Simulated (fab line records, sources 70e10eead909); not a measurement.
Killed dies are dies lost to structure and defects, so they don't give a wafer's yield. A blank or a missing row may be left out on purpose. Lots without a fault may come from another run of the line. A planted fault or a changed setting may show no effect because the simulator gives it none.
Which tool did it? | flow nand_harc | 11 lots, 33 wafers sampled, at 4 steps of a route of 1302

WHAT THE GAUGES READ, wafer by wafer
NHARC_P_ZERO_WELL_CD_MEAS_24: target cd 720 nm. Usual: cd_nm 719.6 nm, standard deviation 1.8.
lot  | measured     | on        | cd_nm (nm)        | flag
L988 | day 2 18:40  | cd_sem-01 | 722.4 720.4 715.9 |
L989 | day 3 04:28  | cd_sem-03 | 720.6 717.4 723.5 |
L991 | day 4 00:35  | cd_sem-02 | 719.3 715.8 720.0 |
L992 | day 4 10:21  | cd_sem-02 | 720.7 720.1 718.9 |
L993 | day 4 20:35  | cd_sem-01 | 698.5 698.2 698.4 | OFF
L102 | day 8 14:38  | cd_sem-03 | 719.9 719.6 720.9 |
L104 | day 9 10:40  | cd_sem-02 | 716.9 717.9 718.3 |
L105 | day 9 21:03  | cd_sem-03 | 723.4 720.4 720.7 |
L107 | day 10 16:36 | cd_sem-03 | 718.7 718.4 718.2 |
L108 | day 11 02:43 | cd_sem-03 | 717.9 719.3 720.6 |
L109 | day 11 12:31 | cd_sem-01 | 717.1 721.8 718.9 |

WHICH TOOL RAN EACH LOT (tool, then ch and the chambers of the sampled wafers, then the start)
lot  | NHARC_P_ZERO_WELL_ETCH_65          | NHARC_P_ZERO_WELL_ETCH_62                     | NHARC_P_ZERO_WELL_EXPOSE_21
L988 | rie_diel-11 ch 0,2,3, day 2 17:32  | rie_diel-11 ch 2,3, day 2 18:30 or earlier    | krf_scanner-01 ch 0, day 2 18:30
L989 | rie_diel-05 ch 1,2,3, day 3 03:31  | rie_diel-05 ch 0,3, day 3 04:19 or earlier    | krf_scanner-01 ch 0, day 3 04:19
L991 | rie_diel-11 ch 0,1,2, day 3 23:31  | rie_diel-11 ch 1,3, day 4 00:26 or earlier    | krf_scanner-01 ch 0, day 4 00:26
L992 | rie_diel-05 ch 1,2,3, day 4 09:22  | rie_diel-05 ch 0,1,2, day 4 10:12 or earlier  | krf_scanner-01 ch 0, day 4 10:12
L993 | rie_diel-05 ch 1,2,3, day 4 19:31  | rie_diel-05 ch 0,1, day 4 20:26 or earlier    | krf_scanner-02 ch 0, day 4 20:26
L102 | rie_diel-11 ch 0,1,3, day 8 13:39  | rie_diel-11 ch 0,1,3, day 8 14:29 or earlier  | krf_scanner-02 ch 0, day 8 14:29
L104 | rie_diel-04 ch 2,3, day 9 09:33    | rie_diel-04 ch 0,3, day 9 10:31 or earlier    | krf_scanner-02 ch 0, day 9 10:31
L105 | rie_diel-05 ch 0,1,3, day 9 20:02  | rie_diel-05 ch 0,2,3, day 9 20:53 or earlier  | krf_scanner-02 ch 0, day 9 20:53
L107 | rie_diel-04 ch 0,1,3, day 10 15:28 | rie_diel-04 ch 1,2,3, day 10 16:27 or earlier | krf_scanner-02 ch 0, day 10 16:27
L108 | rie_diel-04 ch 1,2,3, day 11 01:33 | rie_diel-04 ch 0,2,3, day 11 02:33 or earlier | krf_scanner-04 ch 0, day 11 02:33
L109 | rie_diel-11 ch 1,2,3, day 11 11:24 | rie_diel-11 ch 0,2, day 11 12:22 or earlier   | krf_scanner-02 ch 0, day 11 12:22
- NHARC_P_ZERO_WELL_ETCH_65: etches the open film in N2/H2, target depth 80 nm, overetch 24 nm, time 87.88 s.
- NHARC_P_ZERO_WELL_ETCH_62: etches the open film in CHF3/Ar, target depth 13 nm, time 6.5 s.
- NHARC_P_ZERO_WELL_EXPOSE_21: exposes mask P NWELL, target cd 720 nm.

WHAT THE TOOLS THEMSELVES READ (means of the sampled wafers that have a number; where no wafer has one, the mark that the record gives instead)
NHARC_P_ZERO_WELL_ETCH_65. Usual: drypump_motor_current_A 5.8 A, standard deviation 0.5; oes_product_au 1.003 a.u., standard deviation 0.01; rf_vpp_V 429.6 V, standard deviation 2.7; showerhead_plenum_p_Torr 2.01 Torr, standard deviation 0.09; throttle_valve_pct 14.172 %, standard deviation 0.0094.
lot  | tool        | drypump_motor_current_A (A) | oes_product_au (a.u.) | rf_vpp_V (V) | showerhead_plenum_p_Torr (Torr) | throttle_valve_pct (%) | flag
L988 | rie_diel-11 | 6.0                         | 1.004                 | 428.8        | 1.96                            | 14.172                 |
L989 | rie_diel-05 | 5.9                         | 0.999                 | 428.7        | 1.97                            | 14.171                 |
L991 | rie_diel-11 | 5.9                         | 1.004                 | 430.1        | 2.04                            | 14.171                 |
L992 | rie_diel-05 | 6.0                         | 1.010                 | 428.5        | 1.97                            | 14.164                 |
L993 | rie_diel-05 | 5.9                         | 0.996                 | 428.7        | 1.97                            | 14.179                 |
L102 | rie_diel-11 | 6.1                         | 1.003                 | 429.4        | 2.02                            | 14.164                 |
L104 | rie_diel-04 | 6.1                         | 0.992                 | 430.9        | 2.06                            | 14.171                 |
L105 | rie_diel-05 | 5.7                         | 1.010                 | 430.1        | 2.01                            | 14.162                 |
L107 | rie_diel-04 | 5.6                         | 1.001                 | 432.0        | 2.07                            | 14.171                 |
L108 | rie_diel-04 | 5.8                         | 1.001                 | 432.1        | 2.11                            | 14.174                 |
L109 | rie_diel-11 | 5.7                         | 1.008                 | 429.6        | 1.98                            | 14.183                 |

NHARC_P_ZERO_WELL_ETCH_62. Usual: drypump_motor_current_A 5.8 A, standard deviation 0.49; oes_product_au 0.958 a.u., standard deviation 0.017; rf_vpp_V 370.1 V, standard deviation 2.3; showerhead_plenum_p_Torr 2.32 Torr, standard deviation 0.1; throttle_valve_pct 20.217 %, standard deviation 0.0097.
lot  | tool        | drypump_motor_current_A (A) | oes_product_au (a.u.) | rf_vpp_V (V) | showerhead_plenum_p_Torr (Torr) | throttle_valve_pct (%) | flag
L988 | rie_diel-11 | 5.6                         | 0.965                 | 369.1        | 2.22                            | 20.219                 |
L989 | rie_diel-05 | 5.1                         | 0.969                 | 368.9        | 2.29                            | 20.224                 |
L991 | rie_diel-11 | 5.8                         | 0.983                 | 369.4        | 2.29                            | 20.223                 |
L992 | rie_diel-05 | 6.1                         | 0.976                 | 370.1        | 2.35                            | 20.221                 |
L993 | rie_diel-05 | 6.3                         | 0.961                 | 370.9        | 2.36                            | 20.218                 |
L102 | rie_diel-11 | 6.0                         | 0.945                 | 370.3        | 2.33                            | 20.214                 |
L104 | rie_diel-04 | 5.5                         | 0.955                 | 369.1        | 2.28                            | 20.219                 |
L105 | rie_diel-05 | 5.6                         | 0.948                 | 369.7        | 2.30                            | 20.229                 |
L107 | rie_diel-04 | 5.8                         | 0.950                 | 373.0        | 2.42                            | 20.222                 |
L108 | rie_diel-04 | 5.7                         | 0.940                 | 370.6        | 2.32                            | 20.216                 |
L109 | rie_diel-11 | 6.1                         | 0.970                 | 370.1        | 2.29                            | 20.210                 |

THE ANSWER, worked out from the rows above alone
Rule: a lot is off if the mean of its wafers that have a number lies more than 3 standard deviations from the usual mean. A lot without any number at a reading at which 4 lots or more have one is off too. The other lots that the step has rows for count as sound. The gauges are gone through in route order, then the tools' own readings, and for those a lot's mean is taken as printed above. The first step at which some lot is off is used, and at that step the reading that is off furthest; a lot without a number counts as furthest.
Off: L993, at NHARC_P_ZERO_WELL_CD_MEAS_24 (cd_nm).
A tool fits if, at a process step before that reading, it ran every lot that is off, and no sound lot after the first of them. The gauges at NHARC_P_ZERO_WELL_CD_MEAS_24 are tried like those tools. NHARC_P_ZERO_WELL_ETCH_62 gives no start for some lots, so the hours and the order of its lots are those of NHARC_P_ZERO_WELL_EXPOSE_21. None of those tried fits.

WHAT THE SIMULATOR HAD PUT IN
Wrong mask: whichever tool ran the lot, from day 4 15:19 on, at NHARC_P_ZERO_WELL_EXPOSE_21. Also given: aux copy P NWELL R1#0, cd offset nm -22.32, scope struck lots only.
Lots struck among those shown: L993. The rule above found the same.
